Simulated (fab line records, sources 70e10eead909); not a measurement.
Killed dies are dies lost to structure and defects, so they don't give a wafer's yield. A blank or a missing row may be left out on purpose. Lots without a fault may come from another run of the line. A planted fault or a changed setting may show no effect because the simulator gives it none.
fab line records | flow nand_harc
record lots=5 wafers=15 last_day=33
route steps=1302 shown P_GATE@170 END@1302
lots that met no fault: from a run of the same line without faults
start_h: hours from the record's first day to the start of the lot's first wafer shown | wait_h: hours since the lot's step before | " the same as in the row above | L1.1+2: a row that stands for several wafers | - no value, or no start given | * or withheld: withheld | < > ~ a bound
route shown NAME@n: a module of which the file shows steps, and the number in the route of the first | usual: mean/standard deviation of fault-free wafers | same: alike in all rows | chamber/n: place in a boat | sites: the reading at each site | _std_site: their standard deviation | _edge_site: outer sites' mean less inner sites' | radius_mm: how far each site lies from the wafer's centre | mask NAME#n: copy n | behind: the tool/chamber that last shaped the wafer | hold: why the lot was held/for how many hours/how that ended | device: the transistor (n, p or np) that didn't switch | end of line: the same wafers' tests at the end of the route | a step without rows: its recipe alone | killed: dies lost to structure and defects at the first sort, not the wafer's yield | map: a wafer's dies, x killed, . not, _ none there
set.NAME: the setting as run; set.NAME@STEP: as run at that earlier step | model.NAME: the simulator's own value behind a step, which no gauge read
lots at some steps of the route; a table a step, a row a wafer
services: from which hour (start_h, from the record's first day; less than 0 if before it) a tool's chamber was out of use, for how many hours, and why
## steps
# step NHARC_P_GATE_CD_MEAS_46
# recipe target_cd_nm=720 landing_energy_ev=500
# usual cd_nm=719.8/1.9
# columns lot.wafer tool chamber start_h wait_h cd_nm
L742.1 cd_sem-03 0 157.19 - 722.2
L742.2 " 0 " " 721.7
L742.6 " 0 " " 721.3
L752.2 cd_sem-03 0 265.03 - 722.0
L752.3 " 0 " " 719.7
L752.6 " 0 " " 720.1
L754.1 cd_sem-02 0 274.54 - 719.0
L754.3 " 0 " " 718.3
L754.5 " 0 " " 716.6
L756.1 cd_sem-01 0 295.80 - 718.5
L756.2 " 0 " " 719.8
L756.4 " 0 " " 719.5
L760.2 cd_sem-02 0 336.76 - 723.4
L760.4 " 0 " " 723.8
L760.5 " 0 " " 723.4
# step NHARC_P_GATE_HARDBAKE_47
# recipe temp_c=125 time_s=80
# step NHARC_P_GATE_DESCUM_48
# recipe time_s=3 o2_flow_sccm=200 ar_flow_sccm=0 bias_power_w=0 chemistry=O2
# usual chamber_pressure_mTorr=60.01/0.049 drypump_motor_current_A=5.9/0.41 oes_product_au=1.002/0.011 rf_vpp_V=58.0/0.85 showerhead_plenum_p_Torr=1.96/0.064 throttle_valve_pct=11.313/0.0096
# same bias_power_w=0
# columns lot.wafer tool chamber start_h wait_h chamber_pressure_mTorr drypump_motor_current_A oes_product_au rf_hours_counter_h rf_vpp_V showerhead_plenum_p_Torr throttle_valve_pct
L742.2 rie_diel-04 3 157.35 - 59.98 6.1 0.991 6.7 57.8 2.06 11.307
L742.1 " 1 " " 60.03 4.9 0.997 5.5 57.7 1.88 11.308
L742.6 " 3 " " 60.05 6.0 0.997 - 58.0 2.06 11.322
L752.3 rie_diel-11 1 265.19 - 60.00 5.1 0.988 0 58.1 1.96 11.311
L752.2 " 2 " " 60.01 5.7 1.003 0 56.8 1.97 11.316
L752.6 " 2 " " 60.04 5.7 0.995 - 60.0 1.97 11.307
L754.1 rie_diel-11 3 274.72 - 60.00 6.4 0.990 0.1 58.1 1.88 11.318
L754.3 " 0 " " 59.88 5.7 1.004 0.1 57.0 1.84 11.288
L754.5 " 1 " " 59.98 5.1 0.983 - 58.4 1.96 11.298
L756.2 rie_diel-02 3 295.96 - 59.98 6.1 1.024 5.0 58.0 1.94 11.329
L756.1 " 1 " " 59.96 6.1 1.008 5.6 57.8 1.93 11.307
L756.4 " 2 " " 59.94 6.1 1.002 5.9 58.2 2.00 11.316
L760.4 rie_diel-02 0 336.92 - 59.99 6.0 1.003 7.8 57.4 2.01 11.308
L760.2 " 2 " " 60.06 6.1 1.002 7.1 59.4 2.00 11.305
L760.5 " 1 " " 60.00 6.1 1.019 - 58.1 1.93 11.299
# step NHARC_P_GATE_IMPLANT_49
# recipe energy_kev=30 dose_cm2=3e+15 tilt_deg=7
# step NHARC_P_GATE_STRIP_111
# recipe power_w=1500 temp_c=110 time_s=250 chemistry=N2/H2
# usual drypump_motor_current_A=5.7/0.36 heater_power_w=92/4.6 rf_refl_power_W=17/3.8
# columns lot.wafer tool chamber start_h wait_h drypump_motor_current_A heater_power_w rf_hours_counter_h rf_refl_power_W
L742.2 plasma_asher-02 0 157.72 0.2 5.2 94 21 19
L742.1 " 1 " " 5.9 93 21 11
L742.6 " 0 " " 5.2 94 - 20
L752.2 plasma_asher-01 1 265.56 0.2 5.5 93 20 20
L752.3 " 1 " " 5.5 97 - 21
L752.6 " 0 " " 6.1 85 - 18
L754.1 plasma_asher-01 1 275.07 0.2 5.5 95 23 21
L754.3 " 1 " " 5.5 96 - 21
L754.5 " 0 " " 6.2 84 - 18
L756.2 plasma_asher-02 1 296.33 0.2 5.9 95 7 11
L756.1 " 0 " " 5.2 93 7 19
L756.4 " 1 " " 5.9 95 - 11
L760.2 plasma_asher-01 0 337.29 0.2 6.1 84 35 18
L760.4 " 1 " " 5.5 95 - 20
L760.5 " 1 " " 5.5 96 - 20
# step NHARC_P_GATE_STRIP_75
# recipe power_w=1500 temp_c=250 chemistry=O2
# usual drypump_motor_current_A=5.7/0.36 heater_power_w=344/18 rf_refl_power_W=17/3.8
# columns lot.wafer tool chamber start_h wait_h drypump_motor_current_A heater_power_w rf_hours_counter_h rf_refl_power_W
L742.2 plasma_asher-02 0 158.02 0.2 5.2 352 21 19
L742.1 " 1 " " 5.9 352 21 11
L742.6 " 0 " " 5.3 347 - 20
L752.2 plasma_asher-01 1 265.85 0.2 5.5 357 21 21
L752.3 " 1 " " 5.5 358 - 20
L752.6 " 0 " " 6.1 301 - 18
L754.1 plasma_asher-01 1 275.37 0.3 5.5 359 23 20
L754.3 " 1 " " 5.5 366 - 20
L754.5 " 0 " " 6.1 299 - 18
L756.2 plasma_asher-02 1 296.63 0.3 5.9 346 8 11
L756.1 " 0 " " 5.2 359 8 19
L756.4 " 1 " " 5.9 367 - 11
L760.2 plasma_asher-01 0 337.59 0.3 6.2 309 35 17
L760.4 " 1 " " 5.5 354 - 21
L760.5 " 1 " " 5.5 360 - 20
# step NHARC_P_GATE_STRIP_50
# recipe time_s=900 temp_c=130 chemistry=SPM
# step NHARC_P_GATE_DEHYDRATE_51
# recipe temp_c=150 time_s=120
# step NHARC_P_GATE_HMDS_52
# recipe time_s=30
# step NHARC_P_GATE_COAT_53
# recipe spin_rpm=3000
# step NHARC_P_GATE_SOFTBAKE_54
# recipe temp_c=122 time_s=95
# step NHARC_P_GATE_EBR_55
# step NHARC_P_GATE_EXPOSE_56
# recipe na=0.6 target_cd_nm=720 dose_mj=14.81 mask_id=P_PSD
# columns lot.wafer tool chamber start_h wait_h mask
L742.1+2+6 krf_scanner-01 0 158.78 - P_PSD_R1#0
L752.2+3+6 krf_scanner-01 0 266.64 - P_PSD#0
L754.1+3+5 krf_scanner-03 0 276.19 - P_PSD#0
L756.1+2+4 krf_scanner-03 0 297.40 - P_PSD#0
L760.2+4+5 krf_scanner-04 0 338.24 - P_PSD#0
# step NHARC_P_GATE_PEB_57
# recipe peb_temp_c=118 peb_time_s=85
# step NHARC_P_GATE_DEVELOP_58
# recipe time_s=70
# step NHARC_P_GATE_CD_MEAS_59
# recipe target_cd_nm=720 landing_energy_ev=500
# usual cd_nm=720.4/1.9
# columns lot.wafer tool chamber start_h wait_h hold cd_nm
L742.1 cd_sem-02 0 158.94 - await_dispo/0.2h/release 700.3
L742.2 " 0 " " await_dispo/0.2h/release 698.2
L742.6 " 0 " " await_dispo/0.2h/release 696.9
L742.1 cd_sem-02 0 - - - 700.6
L742.2 " 0 " " - 698.3
L742.6 " 0 " " - 697.1
L752.2 cd_sem-02 0 266.79 - - 723.0
L752.3 " 0 " " - 722.2
L752.6 " 0 " " - 718.0
L754.1 cd_sem-02 0 276.35 - - 719.2
L754.3 " 0 " " - 724.3
L754.5 " 0 " " - 724.2
L756.1 cd_sem-02 0 297.56 - - 722.5
L756.2 " 0 " " - 720.4
L756.4 " 0 " " - 720.8
L760.2 cd_sem-03 0 338.39 - - 717.8
L760.4 " 0 " " - 720.8
L760.5 " 0 " " - 720.8
# step NHARC_END_SORT_01
# recipe temp_c=25
# usual killed_at_array=55/22 killed_at_other=1.1/1.4 killed_at_periphery=4/3.2 killed_dies=59/22 killed_open=3.3/1.8 killed_short=2.5/1.5
# same gross_dies=677
# columns lot.wafer tool chamber start_h wait_h killed_at_array killed_at_other killed_at_periphery killed_dies killed_open killed_short
L742.1 prober-01 0 607.96 2.5 41 3 4 48 5 1
# killed by level:class
L742.1 A_SLIT:chamber_film_flake=20 A_CHANNEL_HOLE_D2:chamber_film_flake=8 A_CONTACT:chamber_film_flake=6 THIN_TSV:chamber_film_flake=3 P_M0:geometric_particle:open=2 A_CHANNEL_FILL_D1:chamber_film_flake=2 P_M2:geometric_particle:open=1 A_ONON_D1:geometric_particle:open=1
## services
# columns tool chamber start_h hours kind
krf_scanner-01 - 140.03 4.0 pm
rie_diel-11 - 140.23 0.4 repair
rie_diel-11 0 144.15 2.5 repair
rie_diel-04 - 150.49 0.3 repair
rie_diel-04 0 160.06 3.8 repair
plasma_asher-01 - 169.52 9.0 pm
rie_diel-04 0 177.21 5.0 repair
rie_diel-04 - 177.90 9.0 pm
krf_scanner-01 - 190.75 22.3 repair
rie_diel-02 - 216.70 9.0 pm
krf_scanner-03 - 224.00 4.0 pm
plasma_asher-02 - 249.36 9.0 pm
rie_diel-11 - 255.50 9.0 pm
krf_scanner-03 - 266.90 0.2 repair
rie_diel-02 1 270.43 9.6 repair
krf_scanner-03 - 271.24 0.7 repair
krf_scanner-03 - 279.09 0.9 repair
rie_diel-11 1 282.20 18.1 repair
rie_diel-11 3 283.33 15.0 repair
rie_diel-02 2 301.24 22.0 repair
plasma_asher-02 - 308.61 1.9 repair
rie_diel-11 - 311.40 2.0 repair
krf_scanner-01 - 312.03 4.0 pm
krf_scanner-01 - 325.24 1.3 repair
## key
first_sign step=NHARC_P_GATE_EXPOSE_56 reading=mask direction=changed
effect step=NHARC_P_GATE_CD_MEAS_59 reading=visit direction=added
effect step=NHARC_P_GATE_CD_MEAS_59 reading=cd_nm direction=down sigmas=12 usual=720.4 struck=698.4
met_at NHARC_P_GATE_EXPOSE_56
struck_wafers L742.1,L742.2,L742.6
tester_left_out L742
fault kind=wrong_mask tool=any chamber=- onset_h=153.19 steps=NHARC_P_GATE_EXPOSE_56 aux_copy=P_PSD_R1#0 cd_offset_nm=-21.39 scope=struck_lots_only
# tester_left_out: of these lots the tester's yield and bins aren't shown, on N5 and GAA mostly nor the transistor test; their killed dies are dies lost to structure and defects alone, not to doping, threshold or leakage, so they don't give the yield
